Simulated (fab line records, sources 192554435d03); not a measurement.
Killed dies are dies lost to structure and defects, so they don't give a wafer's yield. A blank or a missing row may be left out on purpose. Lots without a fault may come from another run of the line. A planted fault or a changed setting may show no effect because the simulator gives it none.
Split-lot experiment | flow n5_finfet | 7 lots, 21 wafers read, on a route of 1938 steps

THE SPLIT
At N5_BEOL_M6_COAT_59 (time 60 s, resist thk 100 nm), the setting spin_rpm was moved away from the recipe's 1500 rpm on 8 of the 21 wafers read, by -9.0% to +9.9%. The other wafers ran this setting at the recipe's value.

FROM THE SPLIT TO THE READING: what the file shows between them, 8 steps
- N5_BEOL_M6_COAT_60: time 60 s, resist thk 35 nm (also split here: spin_rpm)
- N5_BEOL_M6_COAT_05: resist thk 90 nm
- N5_BEOL_M6_EBR_07
- N5_BEOL_M6_DESCUM_16: chemistry O2, time 7.9 s
- N5_BEOL_M6_ETCH_61: etches SiARC in CF4, target depth 45.5 nm, time 75.8 s
- N5_BEOL_M6_ETCH_62: etches SOC in N2/H2, target depth 110 nm, overetch 22 nm, time 165 s
- N5_BEOL_M6_STRIP_68: strips in N2/H2
- N5_BEOL_M6_STRIP_67: strips in CF4

THE READING
SOC_of_BEOL_M6_COAT_59.thk_nm (the simulator's own value, which no gauge read), in nm, at N5_BEOL_M6_HM_OPEN_17 (chemistry Cl2/BCl3, target TiN, target depth 20 nm, overetch 6 nm). The file gives no usual value for it. The 13 wafers here that ran the recipe average 92.0 nm, standard deviation 0.45 nm.

wafer  | tool, chamber at the split | spin_rpm as run, rpm | against the recipe | SOC_of_BEOL_M6_COAT_59.thk_nm, nm | against lot-mates on the recipe
L077.1 | litho_track-05, 0          | 1500                 | recipe             | 92.2                              | -
L077.5 | litho_track-05, 0          | 1445                 | -3.7%              | 94.2                              | +2.0
L077.6 | litho_track-05, 0          | 1445                 | -3.7%              | 93.8                              | +1.6
L074.1 | litho_track-04, 0          | 1500                 | recipe             | 91.4                              | -
L074.3 | litho_track-04, 0          | 1500                 | recipe             | 91.6                              | -
L074.4 | litho_track-04, 0          | 1500                 | recipe             | 92.4                              | -
L079.3 | litho_track-05, 0          | 1649                 | +9.9%              | 86.4                              | -6.0
L079.4 | litho_track-05, 0          | 1500                 | recipe             | 92.4                              | -
L079.5 | litho_track-05, 0          | 1649                 | +9.9%              | 87.4                              | -5.0
L083.1 | litho_track-03, 0          | 1500                 | recipe             | 91.6                              | -
L083.2 | litho_track-03, 0          | 1365                 | -9.0%              | 96.8                              | +5.2
L083.4 | litho_track-03, 0          | 1365                 | -9.0%              | 96.4                              | +4.8
L091.2 | litho_track-03, 0          | 1500                 | recipe             | 92.2                              | -
L091.5 | litho_track-03, 0          | 1587                 | +5.8%              | 88.6                              | -3.7
L091.6 | litho_track-03, 0          | 1500                 | recipe             | 92.4                              | -
L092.2 | litho_track-04, 0          | 1500                 | recipe             | 92                                | -
L092.3 | litho_track-04, 0          | 1500                 | recipe             | 91                                | -
L092.4 | litho_track-04, 0          | 1500                 | recipe             | 91.8                              | -
L094.1 | litho_track-04, 0          | 1624                 | +8.3%              | 88.4                              | -4.0
L094.3 | litho_track-04, 0          | 1500                 | recipe             | 92.4                              | -
L094.6 | litho_track-04, 0          | 1500                 | recipe             | 92.4                              | -

THE FIT
A straight line over all 21 wafers: SOC_of_BEOL_M6_COAT_59.thk_nm changes by -0.509 nm for each +1% of spin_rpm; r = -0.98; the points scatter about the line by 0.45 nm.
The same after taking each lot's own level away (the mean of its wafers on the recipe; 21 wafers): -0.547 nm for each +1%; r = -0.99; scatter 0.36 nm.
On that fit, the largest move of spin_rpm shifts the reading by 5.4 nm.
The lots' own levels span 91.60 to 92.40 nm, that is 1.8 times the standard deviation above.
So the lot-to-lot level changes the slope little: the two slopes agree.
Check: with one of the wafers moved furthest among these (+9.9%) left out of the fit, the line predicts -5.28 nm for it against its lot-mates. It came out at -6 nm against them.

OTHER SPLITS ON THESE WAFERS
These wafers also went through other splits before the reading. Each is held against what the fit with the lots' levels taken away leaves over:
other split on the same wafers   | wafers away from the commonest value | r with SOC_of_BEOL_M6_COAT_59.thk_nm (lot level and that fit taken away)
N5_BEOL_M2_TRENCH_ETCH_37 time_s | 6                                    | -0.37
N5_BEOL_M4_COAT_22 spin_rpm      | 12                                   | +0.12
N5_BEOL_M4_DESCUM_33 time_s      | 4                                    | +0.03
N5_BEOL_M6_COAT_60 spin_rpm      | 6                                    | -0.04

THE WHOLE CHAIN: every reading that the file lists as answering this split, in the file's order
step                  | what it does                                                         | reading                                                                        | change (the file's fit)               | r (the file's)
N5_BEOL_M6_COAT_59    | time 60 s, resist thk 100 nm                                         | SOC_of_BEOL_M6_COAT_59.thk_nm (the simulator's own value, which no gauge read) | -0.51 nm for each +1% of the setting  | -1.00
N5_BEOL_M6_ETCH_62    | etches SOC in N2/H2, target depth 110 nm, overetch 22 nm, time 165 s | etch.depth_nm (the simulator's own value, which no gauge read)                 | -0.505 nm for each +1% of the setting | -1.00
N5_BEOL_M6_HM_OPEN_17 | chemistry Cl2/BCl3, target TiN, target depth 20 nm, overetch 6 nm    | SOC_of_BEOL_M6_COAT_59.thk_nm (the simulator's own value, which no gauge read) | -0.545 nm for each +1% of the setting | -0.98

THE FILE'S OWN FIT
SOC_of_BEOL_M6_COAT_59.thk_nm changes by -0.545 nm for each +1% of spin_rpm, r = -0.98.
